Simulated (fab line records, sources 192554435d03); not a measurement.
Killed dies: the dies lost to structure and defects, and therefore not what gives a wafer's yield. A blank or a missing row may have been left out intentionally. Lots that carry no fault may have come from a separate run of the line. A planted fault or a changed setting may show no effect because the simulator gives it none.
fab line records | flow n5Finfet
record lots=14 | wafers=37 | lastDay=17
route steps=1938 shown DUMMY_GATE@212 BEOL_M15@1820 MIM_TOP@1837 MIM_TOP_ETCH@1853 PASSIVATION@1936
lots that met no fault: from a run of the same line without faults
startH: hours from the record's opening day to when the first of the lot's shown wafers began | waitH: hours since the lot's step before | " unchanged from the row above | L1.1+2: one row covering several wafers at once | - no value, or no start given | * or withheld: withheld | < > ~ a bound
route shown NAME@n: NAME is a module with steps in the file, n the number in the route of the first one | usual: mean/standard deviation of fault-free wafers | same: alike in all rows | chamber/n: place in a boat | sites: readings site by site | _std_site: their standard deviation | _edge_site: the outer-site mean with the inner-site mean subtracted | radiusMm: how far each site lies from the wafer's centre | mask NAME#n: copy n | behind: the most recent tool/chamber to have shaped the wafer | hold: the reason the lot was held/the length of the hold in hours/how it ended | device: which transistor (n, p or np) failed to switch | end of line: tests of these same wafers at the route's end | step lacking rows: just its recipe | killed: dies lost to structure and defects at the first sort, not the wafer's yield | map: shows each die of a wafer: x if killed, . if not, _ if none is there
set.NAME: setting as actually run; set.NAME@STEP: the setting as run at that earlier step | model.NAME: the simulator's own value behind a step, which no gauge read
route steps across a sampled set of lots; one table per step, one row per wafer
services: when a tool's chamber went out of use (startH, in hours from the record's first day, below 0 if earlier), for how many hours, and the reason
## steps
# step N5_DUMMY_GATE_PRECLEAN_00
# recipe chemistry=O3/DIW | timeS=60 | tempC=22 | o3Ppm=10
lot.wafer  | tool        | chamber | startH | waitH
L893.2+5   | wetBench-03 | 2,7     | 36.89  | 0.0
L894.1+6   | wetBench-03 | 4,0     | 45.37  | 0.0
L895.2+5+6 | wetBench-03 | 4,1,2   | 48.55  | 0.0
L896.1+6   | wetBench-02 | 7,3     | 56.19  | 0.0
L897.1+6   | wetBench-03 | 4,7     | 61.21  | 0.0
L898.1+3   | wetBench-05 | 3,2     | 67.60  | 0.0
L900.1+5+6 | wetBench-02 | 6,7,3   | 80.44  | 0.0
L902.2+3+4 | wetBench-05 | 2,3,0   | 90.58  | 0.0
L903.1+2+3 | wetBench-05 | 3,2,7   | 96.62  | 0.0
L904.1+3+4 | wetBench-05 | 2,5,3   | 104.29 | 0.0
L907.1+2+5 | wetBench-02 | 6,7,0   | 121.47 | 0.0
L909.1+2+3 | wetBench-03 | 2,0,6   | 133.54 | 0.0
L911.1+4+6 | wetBench-03 | 4,1,0   | 144.32 | 0.0
L915.1+2+6 | wetBench-02 | 3,4,7   | 169.95 | 0.0
# step N5_BEOL_M15_SPUTTER_44
# recipe material=Ta | targetThkA=150 | tempC=50 | biasV=80 | powerW=15000 | chamberPressurePa=0.07 | timeS=24.19
# usual throttleValvePct=29.6/1
lot.wafer | tool          | chamber | startH | waitH | throttleValvePct
L893.2    | pvdSputter-02 | -       | 272.82 | 0.0   | 29.0
L893.5    | "             | -       | "      | "     | 29.5
L894.1    | pvdSputter-02 | -       | 279.08 | 0.0   | 29.7
L894.6    | "             | -       | "      | "     | 30.1
L895.2    | pvdSputter-03 | -       | 285.58 | 0.0   | 30.6
L895.5    | "             | -       | "      | "     | 29.7
L895.6    | "             | -       | "      | "     | 30.0
L898.1    | pvdSputter-01 | -       | 285.64 | 0.0   | 30.5
L898.3    | "             | -       | "      | "     | 28.0
L896.1    | pvdSputter-03 | -       | 288.88 | 0.0   | 28.6
L896.6    | "             | -       | "      | "     | 30.0
L897.1    | pvdSputter-01 | -       | 288.94 | 0.0   | 27.5
L897.6    | "             | -       | "      | "     | 29.6
L900.1    | pvdSputter-02 | -       | 309.54 | 0.0   | 30.5
L900.5    | "             | -       | "      | "     | 29.0
L900.6    | "             | -       | "      | "     | 29.8
L902.2    | pvdSputter-02 | -       | 323.56 | 0.0   | 28.7
L902.3    | "             | -       | "      | "     | 29.1
L902.4    | "             | -       | "      | "     | 29.6
L904.1    | pvdSputter-02 | -       | 329.54 | 0.0   | 28.6
L904.3    | "             | -       | "      | "     | 28.9
L904.4    | "             | -       | "      | "     | 29.7
L907.1    | pvdSputter-03 | -       | 335.51 | 0.0   | 30.0
L907.2    | "             | -       | "      | "     | 28.5
L907.5    | "             | -       | "      | "     | 28.9
L903.1    | pvdSputter-02 | -       | 341.30 | 0.0   | 28.8
L903.2    | "             | -       | "      | "     | 28.8
L903.3    | "             | -       | "      | "     | 30.8
L909.1    | pvdSputter-02 | -       | 360.77 | 0.0   | 28.7
L909.2    | "             | -       | "      | "     | 30.0
L909.3    | "             | -       | "      | "     | 30.3
L911.1    | pvdSputter-02 | -       | 376.89 | 0.0   | 28.7
L911.4    | "             | -       | "      | "     | 30.6
L911.6    | "             | -       | "      | "     | 28.4
L915.1    | pvdSputter-01 | -       | 390.37 | 0.0   | 29.4
L915.2    | "             | -       | "      | "     | 30.6
L915.6    | "             | -       | "      | "     | 31.2
# step N5_MIM_TOP_DEGAS_04
# recipe ambient=vacuum | tempC=300 | timeS=60
# usual heaterPowerW=498/36
lot.wafer | tool          | chamber | startH | waitH | heaterPowerW
L893.2    | pvdSputter-01 | -       | 278.40 | -     | 565
L893.5    | "             | -       | "      | "     | 525
L894.1    | pvdSputter-01 | -       | 282.64 | -     | 520
L894.6    | "             | -       | "      | "     | 578
L895.2    | pvdSputter-01 | -       | 289.10 | -     | 567
L895.5    | "             | -       | "      | "     | 508
L895.6    | "             | -       | "      | "     | 527
L898.1    | pvdSputter-03 | -       | 289.12 | -     | 476
L898.3    | "             | -       | "      | "     | 565
L896.1    | pvdSputter-02 | -       | 293.71 | -     | 462
L896.6    | "             | -       | "      | "     | 481
L897.1    | pvdSputter-02 | -       | 293.87 | -     | 490
L897.6    | "             | -       | "      | "     | 458
L900.1    | pvdSputter-03 | -       | 314.35 | -     | 521
L900.5    | "             | -       | "      | "     | 498
L900.6    | "             | -       | "      | "     | 505
L902.2    | pvdSputter-02 | -       | 329.70 | -     | 499
L902.3    | "             | -       | "      | "     | 470
L902.4    | "             | -       | "      | "     | 467
L904.1    | pvdSputter-03 | -       | 335.15 | -     | 550
L904.3    | "             | -       | "      | "     | 521
L904.4    | "             | -       | "      | "     | 556
L907.1    | pvdSputter-02 | -       | 340.92 | -     | 466
L907.2    | "             | -       | "      | "     | 479
L907.5    | "             | -       | "      | "     | 485
L903.1    | pvdSputter-03 | -       | 344.84 | -     | 495
L903.2    | "             | -       | "      | "     | 453
L903.3    | "             | -       | "      | "     | 553
L909.1    | pvdSputter-01 | -       | 365.77 | -     | 558
L909.2    | "             | -       | "      | "     | 520
L909.3    | "             | -       | "      | "     | 480
L911.1    | pvdSputter-01 | -       | 383.95 | -     | 554
L911.4    | "             | -       | "      | "     | 486
L911.6    | "             | -       | "      | "     | 490
L915.1    | pvdSputter-01 | -       | 394.82 | -     | 569
L915.2    | "             | -       | "      | "     | 499
L915.6    | "             | -       | "      | "     | 500
# step N5_MIM_TOP_ETCH_PECVD_03
# recipe material=SiNx | targetThkA=200 | tempC=400 | precursor=SiH4/NH3/N2 | pressureTorr=1.5 | rfW=300 | timeS=17.6
# usual heaterPowerW=755/95 | showerheadPlenumPTorr=5.10/0.039 | throttleValvePct=37.4/2.2
lot.wafer | tool     | chamber | startH | waitH | heaterPowerW | showerheadPlenumPTorr | throttleValvePct
L893.2    | pecvd-02 | 2       | 279.43 | -     | 844          | 5.08                  | 34.0
L893.5    | "        | 2       | "      | "     | 843          | 5.07                  | 33.9
L894.1    | pecvd-01 | 0       | 283.61 | -     | 628          | 5.18                  | 38.2
L894.6    | "        | 0       | "      | "     | 607          | 5.19                  | 37.9
L895.2    | pecvd-02 | 0       | 290.04 | -     | 710          | 5.07                  | 37.2
L895.5    | "        | 0       | "      | "     | 726          | 5.06                  | 37.1
L895.6    | "        | 2       | "      | "     | 844          | 5.07                  | 34.3
L898.1    | pecvd-02 | 0       | 290.20 | -     | 700          | 5.07                  | 37.3
L898.3    | "        | 2       | "      | "     | 864          | 5.10                  | 33.9
L896.1    | pecvd-02 | 2       | 294.54 | -     | 806          | 5.08                  | 34.2
L896.6    | "        | 1       | "      | "     | 733          | 5.11                  | 38.0
L897.1    | pecvd-02 | 2       | 294.81 | -     | 801          | 5.08                  | 34.1
L897.6    | "        | 1       | "      | "     | 759          | 5.10                  | 37.8
L900.1    | pecvd-04 | 1       | 315.16 | -     | 721          | 5.04                  | 40.0
L900.5    | "        | 1       | "      | "     | 732          | 5.04                  | 39.9
L900.6    | "        | 0       | "      | "     | 732          | 5.16                  | 39.3
L902.2    | pecvd-01 | 2       | 330.63 | -     | 686          | 5.16                  | 39.7
L902.3    | "        | 0       | "      | "     | 607          | 5.19                  | 38.3
L902.4    | "        | 1       | "      | "     | 922          | 5.12                  | 41.6
L904.1    | pecvd-02 | 0       | 336.42 | -     | 745          | 5.07                  | 36.8
L904.3    | "        | 1       | "      | "     | 758          | 5.11                  | 37.9
L904.4    | "        | 0       | "      | "     | 730          | 5.05                  | 37.1
L907.1    | pecvd-02 | 1       | 341.82 | -     | 662          | 5.10                  | 37.4
L907.2    | "        | 0       | "      | "     | 733          | 5.06                  | 37.0
L907.5    | "        | 1       | "      | "     | 646          | 5.10                  | 37.6
L903.1    | pecvd-01 | 1       | 345.78 | -     | 989          | 5.12                  | 41.7
L903.2    | "        | 0       | "      | "     | 576          | 5.19                  | 38.3
L903.3    | "        | 2       | "      | "     | 646          | 5.16                  | 39.8
L909.1    | pecvd-02 | 2       | 366.71 | -     | 863          | 5.08                  | 34.6
L909.2    | "        | 1       | "      | "     | 719          | 5.10                  | 37.9
L909.3    | "        | 0       | "      | "     | 636          | 5.06                  | 37.1
L911.1    | pecvd-01 | 1       | 385.35 | -     | 1017         | 5.12                  | 41.8
L911.4    | "        | 1       | "      | "     | 993          | 5.12                  | 41.7
L911.6    | "        | 2       | "      | "     | 650          | 5.16                  | 39.8
L915.1    | pecvd-02 | 1       | 395.95 | -     | 710          | 5.10                  | 37.6
L915.2    | "        | 0       | "      | "     | 704          | 5.06                  | 37.3
L915.6    | "        | 2       | "      | "     | 898          | 5.07                  | 34.4
# step N5_PASSIVATION_PROBE_49
# usual killed_at_M0_to_M3=33/9.9 | killed_at_M4_up=15/5.6 | killedAtContacts=13/5.7 | killedAtFrontEnd=38/12 | killedAtOther=4/3.1 | killedDies=103/17 | killedOpen=66/13 | killedShort=32/7.8
# same grossDies=1180 | killedAtBackSide=0
lot.wafer | tool      | chamber | startH | waitH | killed_at_M0_to_M3 | killed_at_M4_up | killedAtContacts | killedAtFrontEnd | killedAtOther | killedDies | killedOpen | killedShort
L893.2    | prober-02 | -       | 288.28 | 0.1   | 22                 | 18              | 19               | 44               | 3             | 106        | 78         | 28
L893.5    | prober-02 | -       | 288.43 | 0.2   | 25                 | 13              | 10               | 38               | 0             | 86         | 54         | 23
L897.1    | prober-01 | -       | 305.33 | 0.0   | 41                 | 14              | 20               | 56               | 9             | 140        | 93         | 45
L897.6    | prober-01 | -       | 305.58 | 0.3   | 22                 | 8               | 17               | 75               | 2             | 124        | 96         | 27
L909.1    | prober-01 | -       | 379.81 | 0.0   | 47                 | 22              | 5                | 177              | 4             | 255        | 81         | 31
L909.2    | prober-01 | -       | 379.86 | 0.1   | 30                 | 16              | 3                | 184              | 2             | 235        | 66         | 29
L909.3    | prober-01 | -       | 379.91 | 0.1   | 27                 | 14              | 7                | 182              | 1             | 231        | 63         | 27
L911.1    | prober-01 | -       | 396.70 | 0.0   | 35                 | 10              | 10               | 171              | 5             | 231        | 61         | 34
L911.4    | prober-01 | -       | 396.85 | 0.2   | 24                 | 14              | 13               | 93               | 9             | 153        | 58         | 35
L911.6    | prober-01 | -       | 396.95 | 0.3   | 19                 | 13              | 11               | 180              | 8             | 231        | 56         | 27
L915.1    | prober-02 | -       | 406.15 | 0.0   | 32                 | 9               | 12               | 33               | 2             | 88         | 50         | 37
L915.2    | prober-02 | -       | 406.20 | 0.1   | 29                 | 12              | 5                | 49               | 0             | 95         | 52         | 36
L915.6    | prober-02 | -       | 406.40 | 0.3   | 42                 | 5               | 10               | 20               | 2             | 79         | 47         | 29
# killed by level:class
L893.2 FIN_SAQP:geometricParticle:open=15 MOL_CONTACT_COAG:geometricParticle:open=14 BEOL_M4:geometricParticle:open=10 FIN_SAQP:geometricParticle:short=8 BEOL_M0_SAQP:geometricParticle:open=8 BEOL_M5:geometricParticle:open=6 STI_FIN_REVEAL:geometricParticle:open=5 GATE_CUT:geometricParticle:short=5
L893.5 BEOL_M0_SAQP:geometricParticle:open=8 STI_FIN_REVEAL:geometricParticle:open=8 MOL_CONTACT_COAG:geometricParticle:open=8 HKMG_FIN:areaEtch=7 FIN_SAQP:geometricParticle:open=5 ILD0:geometricParticle:short=4 BEOL_M0_SAQP:geometricParticle:short=4 BEOL_M0:geometricParticle:open=4
L897.1 MOL_CONTACT_COAG:geometricParticle:open=18 FIN_SAQP:geometricParticle:open=14 BEOL_M3:geometricParticle:open=13 STI_FIN_REVEAL:geometricParticle:open=11 FIN_SAQP:geometricParticle:short=10 BEOL_M1:geometricParticle:open=9 BEOL_M2:geometricParticle:open=6 BEOL_M0_SAQP:geometricParticle:short=6
L897.6 STI_FIN_REVEAL:geometricParticle:open=32 MOL_CONTACT_COAG:geometricParticle:open=15 FIN_SAQP:geometricParticle:open=11 BEOL_M0_SAQP:geometricParticle:open=10 BEOL_M3:geometricParticle:open=7 DUMMY_GATE:geometricParticle:short=5 GATE_CUT:geometricParticle:short=5 FIN_SAQP:geometricParticle:short=4
L909.1 DUMMY_GATE:unspecified=134 BEOL_M2:geometricParticle:open=15 BEOL_M0:geometricParticle:open=9 BEOL_M4:geometricParticle:open=9 BEOL_M0_SAQP:geometricParticle:open=8 HKMG_FIN:areaEtch=8 STI_FIN_REVEAL:geometricParticle:open=7 FIN_SAQP:geometricParticle:short=6
L909.2 DUMMY_GATE:unspecified=138 STI_FIN_REVEAL:geometricParticle:open=20 BEOL_M4:geometricParticle:open=10 DUMMY_GATE:geometricParticle:open=9 BEOL_M1:geometricParticle:short=6 BEOL_M2:geometricParticle:open=6 STARTING-WAFER:geometricParticle:short=6 BEOL_M1:geometricParticle:open=5
L909.3 DUMMY_GATE:unspecified=137 BEOL_M2:geometricParticle:open=17 STI_FIN_REVEAL:geometricParticle:open=8 GATE_CUT:geometricParticle:open=7 MOL_CONTACT_COAG:geometricParticle:open=6 GATE_CUT:geometricParticle:short=5 BEOL_M4:geometricParticle:open=5 FIN_SAQP:geometricParticle:short=4
L911.1 DUMMY_GATE:unspecified=132 STI_FIN_REVEAL:geometricParticle:open=11 MOL_CONTACT_COAG:geometricParticle:open=9 FIN_SAQP:geometricParticle:short=7 BEOL_M2:geometricParticle:open=7 BEOL_M3:geometricParticle:open=6 BEOL_M0_SAQP:geometricParticle:open=5 BEOL_M1:geometricParticle:open=5
L911.4 DUMMY_GATE:unspecified=59 MOL_CONTACT_COAG:geometricParticle:open=12 BEOL_M3:geometricParticle:open=8 FIN_SAQP:geometricParticle:short=6 BEOL_M0_SAQP:geometricParticle:short=6 FIN_SAQP:geometricParticle:open=5 STI_FIN_REVEAL:geometricParticle:open=4 PAD_METAL:geometricParticle:open=4
L911.6 DUMMY_GATE:unspecified=146 FIN_SAQP:geometricParticle:open=11 MOL_CONTACT_COAG:geometricParticle:open=8 STI_FIN_REVEAL:geometricParticle:open=5 BEOL_M4:geometricParticle:open=5 BEOL_M0_SAQP:geometricParticle:short=4 PAD_METAL:geometricParticle:open=4 FIN_SAQP:geometricParticle:short=3
L915.1 FIN_SAQP:geometricParticle:short=9 BEOL_M2:geometricParticle:open=9 MOL_CONTACT_COAG:geometricParticle:open=8 GATE_CUT:geometricParticle:short=7 BEOL_M0_SAQP:geometricParticle:short=6 BEOL_M3:geometricParticle:open=5 STI_FIN_REVEAL:geometricParticle:open=4 MOL_CONTACT_COAG:geometricParticle:short=4
L915.2 FIN_SAQP:geometricParticle:short=15 FIN_SAQP:geometricParticle:open=10 BEOL_M0_SAQP:geometricParticle:short=8 BEOL_M3:geometricParticle:open=8 STI_FIN_REVEAL:geometricParticle:open=6 BEOL_M0_SAQP:geometricParticle:open=5 BEOL_M4:geometricParticle:open=5 MOL_CONTACT_COAG:geometricParticle:open=4
L915.6 BEOL_M0_SAQP:geometricParticle:short=13 MOL_CONTACT_COAG:geometricParticle:open=9 BEOL_M3:geometricParticle:open=8 BEOL_M0_SAQP:geometricParticle:open=8 BEOL_M1:geometricParticle:open=5 FIN_SAQP:geometricParticle:open=3 GATE_CUT:geometricParticle:short=3 BEOL_M2:geometricParticle:open=3
## services
tool          | chamber | startH | hours | kind
pvdSputter-01 | -       | 22.30  | 0.9   | repair
wetBench-02   | -       | 26.98  | 4.1   | repair
pecvd-04      | 2       | 44.42  | 3.5   | repair
pvdSputter-03 | -       | 53.40  | 1.2   | repair
pecvd-01      | 2       | 82.28  | 19.0  | repair
pecvd-02      | 0       | 84.33  | 4.5   | repair
pvdSputter-02 | -       | 88.04  | 2.6   | repair
pvdSputter-03 | -       | 88.86  | 1.8   | repair
pecvd-04      | 2       | 103.38 | 6.2   | repair
pvdSputter-02 | -       | 108.32 | 7.1   | repair
wetBench-05   | -       | 119.04 | 7.0   | repair
pecvd-01      | -       | 125.27 | 0.5   | repair
wetBench-02   | -       | 130.65 | 1.1   | repair
pvdSputter-02 | -       | 134.32 | 7.9   | repair
pvdSputter-02 | -       | 157.03 | 4.8   | repair
pecvd-02      | -       | 158.06 | 4.1   | repair
pecvd-01      | -       | 216.10 | 0.8   | repair
pvdSputter-03 | -       | 216.20 | 4.0   | repair
wetBench-02   | -       | 222.71 | 3.5   | repair
pecvd-01      | 2       | 272.76 | 7.5   | repair
pecvd-01      | -       | 316.00 | 14.6  | pm
wetBench-03   | -       | 346.59 | 6.2   | repair
pvdSputter-02 | -       | 379.03 | 2.5   | repair
pvdSputter-01 | -       | 395.83 | 3.8   | repair
## key
firstSign step=N5_PASSIVATION_PROBE_49 | reading=killedAtFrontEnd | direction=up | sigmas=11 | usual=38 | struck=164
effect step=N5_PASSIVATION_PROBE_49 | reading=killedDies | direction=up | sigmas=7.2 | usual=103 | struck=223
moreKillsBornAt N5_DUMMY_GATE_PRECLEAN_00@wetBench-03=746
metAt N5_DUMMY_GATE_PRECLEAN_00
struckLots L909,L911
testerLeftOut L909,L911
notActingAt N5_BEOL_M15_SPUTTER_44,N5_MIM_TOP_DEGAS_04,N5_MIM_TOP_ETCH_PECVD_03
onsetBetween 61.21 133.54
fault kind=chamberParticleSource | tool=wetBench-03 | chamber=- | onsetH=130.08 | steps=N5_DUMMY_GATE_PRECLEAN_00 | ratePerVisitCm2=1.2286 | endH=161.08
# testerLeftOut: of these lots the tester's yield and bins aren't shown, on N5 and GAA mostly nor the transistor test; their killed dies are dies lost to structure and defects alone, not to doping, threshold or leakage, so they don't give the yield
